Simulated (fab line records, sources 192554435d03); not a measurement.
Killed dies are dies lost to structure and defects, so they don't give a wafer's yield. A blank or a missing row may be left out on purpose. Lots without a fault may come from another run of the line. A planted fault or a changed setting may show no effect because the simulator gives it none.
fab line records | flow n5_finfet | part 1 of 2: steps 1 to 4 of 6
record lots=22 wafers=66 last_day=19
route steps=1938 shown MOL_CONTACT_COAG@602 BEOL_M0_SAQP@652
lots that met no fault: from a run of the same line without faults
start_h: hours from the record's first day to the start of the lot's first wafer shown | wait_h: hours since the lot's step before | " the same as in the row above | L1.1+2: a row that stands for several wafers | - no value, or no start given | * or withheld: withheld | < > ~ a bound
route shown NAME@n: a module of which the file shows steps, and the number in the route of the first | usual: mean/standard deviation of fault-free wafers | same: alike in all rows | chamber/n: place in a boat | sites: the reading at each site | _std_site: their standard deviation | _edge_site: outer sites' mean less inner sites' | radius_mm: how far each site lies from the wafer's centre | mask NAME#n: copy n | behind: the tool/chamber that last shaped the wafer | hold: why the lot was held/for how many hours/how that ended | device: the transistor (n, p or np) that didn't switch | end of line: the same wafers' tests at the end of the route | a step without rows: its recipe alone | killed: dies lost to structure and defects at the first sort, not the wafer's yield | map: a wafer's dies, x killed, . not, _ none there
set.NAME: the setting as run; set.NAME@STEP: as run at that earlier step | model.NAME: the simulator's own value behind a step, which no gauge read
steps of the route over a sample of lots; a table a step, a row a wafer
services: from which hour (start_h, from the record's first day; less than 0 if before it) a tool's chamber was out of use, for how many hours, and why
## steps
# step N5_MOL_CONTACT_COAG_CD_MEAS_40
# recipe target_cd_nm=25.1 landing_energy_ev=500 detector=se_inlens polarity=opening
# usual cd_nm=25.17/0.24
# columns lot.wafer tool chamber start_h wait_h cd_nm
L074.1 cd_sem-01 0 103.83 - 25.20
L074.2 " 0 " " 24.77
L074.3 " 0 " " 25.18
L075.1 cd_sem-03 0 109.89 - 25.56
L075.4 " 0 " " 25.27
L075.5 " 0 " " 25.54
L077.2 cd_sem-02 0 119.52 - 25.27
L077.3 " 0 " " 24.97
L077.6 " 0 " " 25.17
L078.2 cd_sem-02 0 124.55 - 25.20
L078.5 " 0 " " 24.71
L078.6 " 0 " " 25.15
L079.3 cd_sem-03 0 131.31 - 25.27
L079.4 " 0 " " 25.52
L079.6 " 0 " " 25.70
L080.1 cd_sem-01 0 135.11 - 25.30
L080.2 " 0 " " 25.12
L080.6 " 0 " " 24.99
L081.1 cd_sem-01 0 150.27 - 25.34
L081.3 " 0 " " 24.89
L081.6 " 0 " " 25.30
L082.1 cd_sem-03 0 150.33 - 25.10
L082.2 " 0 " " 24.72
L082.6 " 0 " " 24.83
L083.1 cd_sem-01 0 157.65 - 25.29
L083.3 " 0 " " 25.26
L083.5 " 0 " " 25.38
L084.1 cd_sem-01 0 161.46 - 25.41
L084.2 " 0 " " 25.28
L084.5 " 0 " " 25.39
L086.1 cd_sem-01 0 174.21 - 25.52
L086.4 " 0 " " 25.28
L086.5 " 0 " " 25.19
L085.1 cd_sem-01 0 174.71 - 24.63
L085.2 " 0 " " 25.18
L085.6 " 0 " " 25.07
L088.1 cd_sem-01 0 183.98 - 25.44
L088.2 " 0 " " 24.74
L088.5 " 0 " " 25.19
L089.1 cd_sem-03 0 192.28 - 25.05
L089.2 " 0 " " 25.11
L089.5 " 0 " " 25.03
L090.1 cd_sem-01 0 195.06 - 25.55
L090.4 " 0 " " 25.20
L090.5 " 0 " " 25.49
L091.3 cd_sem-02 0 199.92 - 24.84
L091.4 " 0 " " 25.48
L091.5 " 0 " " 25.20
L092.1 cd_sem-02 0 205.86 - 25.17
L092.3 " 0 " " 25.24
L092.5 " 0 " " 24.74
L093.3 cd_sem-03 0 213.81 - 25.29
L093.5 " 0 " " 25.21
L093.6 " 0 " " 25.46
L094.1 cd_sem-01 0 219.49 - 25.00
L094.2 " 0 " " 24.96
L094.4 " 0 " " 24.85
L095.2 cd_sem-01 0 223.68 - 25.13
L095.5 " 0 " " 24.82
L095.6 " 0 " " 24.98
L096.1 cd_sem-03 0 228.25 - 24.98
L096.2 " 0 " " 25.27
L096.3 " 0 " " 25.42
L097.2 cd_sem-01 0 235.07 - 25.21
L097.4 " 0 " " 24.59
L097.6 " 0 " " 24.97
# step N5_MOL_CONTACT_COAG_ETCH_65
# recipe chemistry=N2/H2 target=underlayer target_depth_a=130 mask_material=CAR-EUV time_s=10.4 ion_energy_ev=200 pressure_mtorr=30 source_w=840 bias_w=150 n2_flow_sccm=200 h2_flow_sccm=200 ends=cleared
# usual drypump_motor_current_A=5.9/0.38 etch_rf_on_time_s=10.36/0.14 oes_product_au=0.67/0.062 rf_vpp_V=525/3.4 showerhead_plenum_p_Torr=2.58/0.12 throttle_valve_pct=17.81/0.19
# columns lot.wafer tool chamber start_h wait_h drypump_motor_current_A etch_rf_on_time_s oes_product_au rf_hours_counter_h rf_vpp_V showerhead_plenum_p_Torr throttle_valve_pct
L074.1 rie_diel-04 1 104.83 0.0 6.1 10.40 0.63 184 520 2.42 17.68
L074.2 " 0 " " 6.4 10.23 0.80 18 527 2.70 17.56
L074.3 " 2 " " 6.1 10.28 0.77 30 522 2.49 17.95
L075.1 rie_diel-05 3 110.20 0.0 6.3 10.46 0.61 214 525 2.63 18.11
L075.4 " 1 " " 5.4 10.51 0.66 - 517 2.35 17.97
L075.5 " 3 " " 6.4 10.33 0.62 - 526 2.63 18.10
L077.2 rie_diel-05 0 119.68 0.0 5.5 10.38 0.66 143 527 2.65 17.63
L077.3 " 3 " " 6.3 10.39 0.61 217 526 2.63 18.09
L077.6 " 0 " " 5.5 10.43 0.66 - 527 2.65 17.63
L078.2 rie_diel-04 2 124.71 0.0 6.1 10.26 0.77 37 524 2.49 17.95
L078.5 " 1 " " 6.1 10.36 0.63 - 520 2.42 17.69
L078.6 " 0 " " 6.4 10.17 0.79 - 528 2.70 17.57
L079.3 rie_diel-02 1 131.46 0.0 5.5 10.32 0.72 65 529 2.68 17.68
L079.4 " 0 " " 5.3 10.23 0.76 22 528 2.71 17.55
L079.6 " 2 " " 6.4 10.32 0.58 - 522 2.51 18.11
L080.1 rie_diel-05 1 135.27 0.0 5.4 10.43 0.66 124 518 2.35 18.00
L080.2 " 3 " " 6.3 10.27 0.61 223 526 2.62 18.11
L080.6 " 0 " " 5.5 10.32 0.66 - 527 2.65 17.64
L081.1 rie_diel-02 1 150.43 0.0 5.5 10.38 0.72 72 528 2.68 17.70
L081.3 " 2 " " 6.4 10.34 0.58 236 521 2.51 18.13
L081.6 " 0 " " 5.3 10.15 0.75 - 527 2.71 17.59
L082.1 rie_diel-05 2 150.48 0.0 5.8 10.25 0.82 4 529 2.72 17.63
L082.2 " 3 " " 6.3 10.32 0.61 229 524 2.62 18.14
L082.6 " 0 " " 5.6 10.36 0.65 - 526 2.65 17.67
L083.1 rie_diel-02 2 157.80 0.0 6.4 10.43 0.58 238 523 2.51 18.13
L083.3 " 1 " " 5.5 10.37 0.70 74 528 2.68 17.69
L083.5 " 1 " " 5.5 10.42 0.71 - 527 2.68 17.72
L084.1 rie_diel-04 2 161.86 0.0 6.1 10.30 0.75 50 524 2.48 18.00
L084.2 " 0 " " 6.4 10.21 0.77 38 530 2.69 17.57
L084.5 " 0 " " 6.4 10.27 0.77 - 527 2.69 17.60
L086.1 rie_diel-04 1 174.46 0.0 6.1 10.45 0.62 208 520 2.41 17.71
L086.4 " 2 " " 6.1 10.39 0.74 54 520 2.48 18.00
L086.5 " 1 " " 6.1 10.44 0.62 - 520 2.41 17.72
L085.1 rie_diel-05 1 174.92 0.0 5.4 10.65 0.64 136 518 2.35 18.01
L085.2 " 2 " " 5.8 10.47 0.79 11 529 2.72 17.68
L085.6 " 3 " " 6.3 10.44 0.59 - 526 2.62 18.15
L088.1 rie_diel-05 1 184.30 0.0 5.4 10.43 0.64 140 519 2.34 18.04
L088.2 " 3 " " 6.3 10.39 0.60 240 527 2.62 18.15
L088.5 " 1 " " 5.4 10.46 0.64 - 517 2.34 18.02
L089.1 rie_diel-02 2 192.44 0.0 6.4 10.38 0.57 250 522 2.50 18.16
L089.2 " 1 " " 5.5 10.44 0.70 85 528 2.67 17.72
L089.5 " 1 " " 5.5 10.40 0.69 - 529 2.68 17.73
L090.1 rie_diel-02 1 195.22 0.0 5.5 10.24 0.70 86 528 2.67 17.74
L090.4 " 3 " " 5.9 10.35 0.63 - 526 2.64 17.80
L090.5 " 1 " " 5.5 10.18 0.70 - 528 2.67 17.74
L091.3 rie_diel-05 2 200.07 0.0 5.8 10.40 0.77 18 527 2.71 17.68
L091.4 " 1 " " 5.4 10.53 0.64 143 518 2.34 18.03
L091.5 " 0 " " 5.5 10.43 0.63 - 527 2.64 17.68
L092.1 rie_diel-02 3 206.10 0.0 5.9 10.37 0.62 197 528 2.63 17.81
L092.3 " 0 " " 5.3 10.08 0.73 48 530 2.70 17.64
L092.5 " 1 " " 5.4 10.34 0.69 - 529 2.67 17.72
L093.3 rie_diel-04 1 213.96 0.0 6.1 10.56 0.60 226 521 2.40 17.75
L093.5 " 2 " " 6.1 10.52 0.71 - 522 2.47 18.02
L093.6 " 1 " " 6.1 10.61 0.61 - 520 2.40 17.74
L094.1 rie_diel-04 0 219.65 0.0 6.4 10.11 0.74 58 528 2.68 17.60
L094.2 " 1 " " 6.1 10.42 0.61 228 521 2.40 17.74
L094.4 " 2 " " 6.1 10.33 0.72 73 521 2.47 18.01
L095.2 rie_diel-04 3 223.94 0.0 6.0 10.16 0.61 216 523 2.51 17.86
L095.5 " 1 " " 6.1 10.44 0.60 - 520 2.40 17.76
L095.6 " 0 " " 6.3 10.10 0.74 - 528 2.68 17.62
L096.1 rie_diel-02 2 228.41 0.0 6.4 10.45 0.83 4 522 2.50 17.73
L096.2 " 1 " " 5.5 10.63 0.67 101 526 2.67 17.74
L096.3 " 0 " " 5.3 10.42 0.70 57 527 2.69 17.63
L097.2 rie_diel-04 0 235.23 0.0 6.4 10.17 0.74 65 527 2.68 17.62
L097.4 " 1 " " 6.1 10.59 0.60 234 521 2.40 17.75
L097.6 " 0 " " 6.4 10.16 0.74 - 527 2.68 17.62
# step N5_BEOL_M0_SAQP_DESCUM_19
# recipe chemistry=O2 time_s=7.9 source_power_w=50 bias_power_w=20 pressure_mtorr=20 rf_frequency_hz=2.712e+07 temp_c=40 resist=CAR-ArF o2_flow_sccm=225
# usual drypump_motor_current_A=5.49/0.27 oes_product_au=0.77/0.062 rf_vpp_V=242.8/1.4 showerhead_plenum_p_Torr=2.07/0.073 throttle_valve_pct=20.40/0.27
# same time_s=7.9
# columns lot.wafer tool chamber start_h wait_h drypump_motor_current_A oes_product_au rf_hours_counter_h rf_vpp_V showerhead_plenum_p_Torr throttle_valve_pct
L074.1 rie_diel-06 1 112.29 0.9 5.95 0.97 8 243.2 2.14 20.09
L074.2 " 3 " " 5.06 0.74 193 240.8 1.99 20.41
L074.3 " 0 " " 5.50 0.91 33 244.1 2.14 20.11
L075.1 rie_diel-01 3 118.22 0.0 5.66 0.78 111 240.5 2.02 20.04
L075.4 " 0 " " 5.06 0.86 58 243.7 2.13 20.58
L075.5 " 0 " " 5.06 0.85 - 242.5 2.13 20.59
L077.2 rie_diel-01 3 126.76 0.0 5.68 0.78 114 240.7 2.02 20.03
L077.3 " 0 " " 5.07 0.85 60 244.0 2.13 20.59
L077.6 " 3 " " 5.69 0.77 - 242.4 2.02 20.04
L078.2 rie_diel-01 0 130.86 0.0 5.08 0.85 61 243.9 2.13 20.61
L078.5 " 1 " " 5.59 0.73 - 243.7 2.17 20.46
L078.6 " 2 " " 5.68 0.72 - 243.1 2.08 20.54
L079.3 rie_diel-03 2 139.42 0.0 5.24 0.74 158 243.8 2.09 20.89
L079.4 " 3 " " 5.69 0.70 212 243.3 2.08 20.72
L079.6 " 0 " " 5.55 0.73 - 242.5 2.08 20.22
L080.1 rie_diel-03 3 141.37 0.0 5.72 0.71 212 242.7 2.08 20.72
L080.2 " 1 " " 5.22 0.78 124 240.1 1.93 20.11
L080.6 " 1 " " 5.22 0.78 - 240.1 1.93 20.10
L081.1 rie_diel-01 2 156.95 0.0 5.66 0.73 204 243.5 2.07 20.57
L081.3 " 3 " " 5.65 0.78 122 242.9 2.01 20.06
L081.6 " 3 " " 5.64 0.78 - 242.1 2.01 20.05
L082.1 rie_diel-01 1 160.56 0.0 5.61 0.72 204 244.7 2.16 20.47
L082.2 " 2 " " 5.69 0.72 205 243.2 2.07 20.57
L082.6 " 3 " " 5.66 0.78 - 242.3 2.01 20.05
L083.1 rie_diel-03 2 166.42 0.0 5.28 0.74 163 242.7 2.09 20.92
L083.3 " 1 " " 5.21 0.78 131 239.9 1.93 20.12
L083.5 " 1 " " 5.22 0.78 - 238.9 1.93 20.11
L084.1 rie_diel-03 1 168.74 0.1 5.22 0.78 131 240.1 1.93 20.12
L084.2 " 0 " " 5.57 0.73 195 241.6 2.08 20.26
L084.5 " 0 " " 5.59 0.73 - 242.5 2.08 20.26
L086.1 rie_diel-03 0 181.26 0.0 5.57 0.72 199 242.5 2.07 20.26
L086.4 " 3 " " 5.69 0.70 224 242.7 2.07 20.73
L086.5 " 3 " " 5.70 0.70 - 242.4 2.07 20.73
L085.1 rie_diel-06 0 184.70 0.5 5.47 0.88 53 243.8 2.13 20.15
L085.2 " 1 " " 5.95 0.91 29 244.0 2.13 20.13
L085.6 " 0 " " 5.48 0.88 - 243.1 2.13 20.13
L088.1 rie_diel-06 2 192.87 0.0 5.95 0.78 108 244.8 2.20 20.15
L088.2 " 0 " " 5.48 0.87 56 244.5 2.13 20.14
L088.5 " 3 " " 5.08 0.72 - 241.8 1.98 20.45
L089.1 rie_diel-01 2 201.25 0.0 5.70 0.72 216 244.0 2.07 20.58
L089.2 " 1 " " 5.57 0.71 216 244.3 2.16 20.48
L089.5 " 2 " " 5.69 0.72 - 242.0 2.07 20.59
L090.1 rie_diel-01 2 201.92 0.0 5.70 0.72 216 242.5 2.07 20.58
L090.4 " 1 " " 5.57 0.71 216 244.3 2.16 20.48
L090.5 " 1 " " 5.57 0.71 - 242.9 2.16 20.49
L091.3 rie_diel-06 1 207.10 0.0 5.97 0.89 36 243.9 2.13 20.14
L091.4 " 3 " " 5.05 0.71 221 240.6 1.98 20.46
L091.5 " 0 " " 5.48 0.87 - 245.0 2.13 20.13
L092.1 rie_diel-03 0 212.23 0.0 5.59 0.72 208 243.2 2.07 20.28
L092.3 " 3 " " 5.71 0.70 233 243.7 2.07 20.74
L092.5 " 3 " " 5.69 0.69 - 240.6 2.07 20.74
L093.3 rie_diel-06 1 220.70 0.1 5.96 0.88 41 243.4 2.13 20.13
L093.5 " 1 " " 5.96 0.90 - 243.6 2.13 20.14
L093.6 " 3 " " 5.05 0.71 - 240.6 1.98 20.46
L094.1 rie_diel-01 1 226.41 0.0 5.59 0.71 226 245.5 2.15 20.49
L094.2 " 0 " " 5.06 0.82 84 244.2 2.12 20.61
L094.4 " 3 " " 5.65 0.75 144 241.7 2.01 20.06
L095.2 rie_diel-06 2 230.87 0.3 5.97 0.78 117 245.0 2.19 20.14
L095.5 " 3 " " 5.08 0.71 - 242.2 1.98 20.46
L095.6 " 0 " " 5.46 0.87 - 243.7 2.13 20.15
L096.1 rie_diel-03 0 234.99 0.1 5.57 0.70 216 244.2 2.07 20.29
L096.2 " 2 " " 5.33 0.72 183 242.9 2.08 20.94
L096.3 " 3 " " 5.69 0.68 240 242.7 2.07 20.75
L097.2 rie_diel-03 1 242.89 0.3 5.23 0.75 153 241.0 1.92 20.14
L097.4 " 3 " " 5.69 0.69 - 243.1 2.07 20.76
L097.6 " 1 " " 5.23 0.76 - 239.7 1.92 20.15
# step N5_BEOL_M0_SAQP_SPACER1_ETCHBACK_99
# recipe chemistry=CHF3/O2 mode=anisotropic_etchback target=SiO2 target_depth_a=154 time_s=7.7 pressure_mtorr=30 source_w=650 bias_w=170 Ar_flow_sccm=200 CHF3_flow_sccm=50 O2_flow_sccm=5 ion_energy_ev=200
# usual drypump_motor_current_A=5.5/0.31 oes_f_703_au=0.78/0.072 oes_product_au=0.78/0.078 rf_vpp_V=525/5.3 showerhead_plenum_p_Torr=2.41/0.078 throttle_valve_pct=18.84/0.27
# same time_s=7.7
# columns lot.wafer tool chamber start_h wait_h drypump_motor_current_A oes_f_703_au oes_product_au rf_hours_counter_h rf_vpp_V showerhead_plenum_p_Torr throttle_valve_pct
L074.1 rie_diel-01 0 113.83 0.3 5.1 0.84 0.86 57 531 2.45 19.03
L074.2 " 2 " " 5.7 0.73 0.73 191 531 2.40 19.04
L074.3 " 1 " " 5.6 0.74 0.73 191 527 2.48 18.91
L075.1 rie_diel-06 3 119.89 0.3 5.1 0.73 0.72 196 525 2.29 18.85
L075.4 " 2 " " 6.0 0.83 0.81 90 531 2.52 18.53
L075.5 " 1 " " 6.0 0.94 0.95 - 526 2.47 18.58
L077.2 rie_diel-06 1 128.31 0.3 6.0 0.93 0.95 13 525 2.47 18.59
L077.3 " 2 " " 6.0 0.82 0.81 93 531 2.52 18.55
L077.6 " 3 " " 5.1 0.73 0.73 - 526 2.29 18.88
L078.2 rie_diel-06 3 132.51 0.3 5.1 0.73 0.72 200 525 2.29 18.87
L078.5 " 3 " " 5.1 0.73 0.73 - 525 2.29 18.86
L078.6 " 2 " " 5.9 0.82 0.79 - 532 2.52 18.55
L079.3 rie_diel-06 3 140.79 0.3 5.1 0.72 0.73 202 525 2.29 18.86
L079.4 " 2 " " 5.9 0.81 0.81 96 531 2.52 18.56
L079.6 " 2 " " 5.9 0.81 0.79 - 531 2.52 18.57
L080.1 rie_diel-06 1 142.73 0.3 6.0 0.93 0.93 16 525 2.46 18.58
L080.2 " 3 " " 5.1 0.72 0.73 202 524 2.29 18.87
L080.6 " 1 " " 6.0 0.92 0.94 - 524 2.46 18.59
L081.1 rie_diel-06 3 159.65 0.3 5.1 0.72 0.71 208 524 2.29 18.88
L081.3 " 0 " " 5.5 0.88 0.89 47 530 2.45 18.55
L081.6 " 1 " " 6.0 0.90 0.92 - 524 2.46 18.61
L082.1 rie_diel-03 0 161.92 0.3 5.6 0.75 0.74 193 511 2.40 18.79
L082.2 " 2 " " 5.3 0.75 0.75 162 530 2.42 19.41
L082.6 " 0 " " 5.6 0.75 0.73 - 513 2.39 18.78
L083.1 rie_diel-06 2 167.79 0.3 6.0 0.81 0.79 102 530 2.52 18.55
L083.3 " 1 " " 6.0 0.90 0.92 25 524 2.46 18.62
L083.5 " 2 " " 6.0 0.81 0.81 - 532 2.52 18.55
L084.1 rie_diel-03 3 172.02 0.3 5.7 0.71 0.71 221 525 2.38 19.12
L084.2 " 2 " " 5.3 0.74 0.74 164 529 2.41 19.41
L084.5 " 0 " " 5.6 0.75 0.72 - 511 2.39 18.78
L086.1 rie_diel-03 3 182.63 0.3 5.7 0.71 0.70 224 525 2.38 19.11
L086.4 " 0 " " 5.5 0.75 0.73 199 513 2.39 18.77
L086.5 " 2 " " 5.3 0.75 0.74 - 530 2.41 19.43
L085.1 rie_diel-01 3 186.06 0.3 5.7 0.76 0.77 129 519 2.34 18.65
L085.2 " 1 " " 5.6 0.72 0.72 212 525 2.48 18.93
L085.6 " 1 " " 5.6 0.73 0.72 - 524 2.48 18.94
L088.1 rie_diel-03 1 194.58 0.3 5.2 0.77 0.78 137 521 2.24 18.69
L088.2 " 0 " " 5.5 0.74 0.73 203 513 2.39 18.79
L088.5 " 1 " " 5.2 0.77 0.78 - 519 2.24 18.71
L089.1 rie_diel-01 0 202.66 0.3 5.1 0.82 0.82 79 528 2.44 19.07
L089.2 " 3 " " 5.7 0.76 0.78 133 522 2.33 18.64
L089.5 " 1 " " 5.6 0.73 0.71 - 524 2.47 18.96
L090.1 rie_diel-03 0 203.31 0.3 5.6 0.75 0.73 205 513 2.39 18.79
L090.4 " 1 " " 5.2 0.77 0.78 139 519 2.24 18.70
L090.5 " 2 " " 5.3 0.75 0.74 - 528 2.41 19.42
L091.3 rie_diel-01 2 208.52 0.3 5.7 0.71 0.71 219 531 2.39 19.08
L091.4 " 1 " " 5.6 0.72 0.72 219 525 2.47 18.95
L091.5 " 1 " " 5.6 0.72 0.71 - 524 2.47 18.96
L092.1 rie_diel-03 0 213.60 0.3 5.6 0.74 0.72 208 512 2.39 18.79
L092.3 " 3 " " 5.7 0.71 0.69 233 526 2.37 19.14
L092.5 " 2 " " 5.3 0.74 0.73 - 530 2.41 19.45
L093.3 rie_diel-03 1 222.08 0.3 5.2 0.76 0.77 145 519 2.23 18.71
L093.5 " 2 " " 5.3 0.74 0.73 - 530 2.41 19.46
L093.6 " 1 " " 5.2 0.76 0.77 - 520 2.23 18.70
L094.1 rie_diel-01 1 227.77 0.3 5.6 0.71 0.70 227 524 2.47 18.97
L094.2 " 2 " " 5.7 0.69 0.71 228 528 2.38 19.08
L094.4 " 0 " " 5.1 0.81 0.82 84 529 2.44 19.07
L095.2 rie_diel-01 3 232.23 0.3 5.7 0.75 0.76 145 520 2.33 18.65
L095.5 " 1 " " 5.6 0.72 0.71 - 526 2.47 18.97
L095.6 " 0 " " 5.1 0.81 0.82 - 529 2.44 19.08
L096.1 rie_diel-06 3 236.35 0.3 5.1 0.71 0.69 230 524 2.28 18.91
L096.2 " 2 " " 6.0 0.79 0.77 119 532 2.51 18.59
L096.3 " 1 " " 6.0 0.86 0.88 46 526 2.45 18.65
L097.2 rie_diel-03 0 244.36 0.3 5.6 0.74 0.72 219 512 2.38 18.80
L097.4 " 1 " " 5.2 0.76 0.76 - 519 2.23 18.73
L097.6 " 3 " " 5.7 0.70 0.69 - 524 2.37 19.17
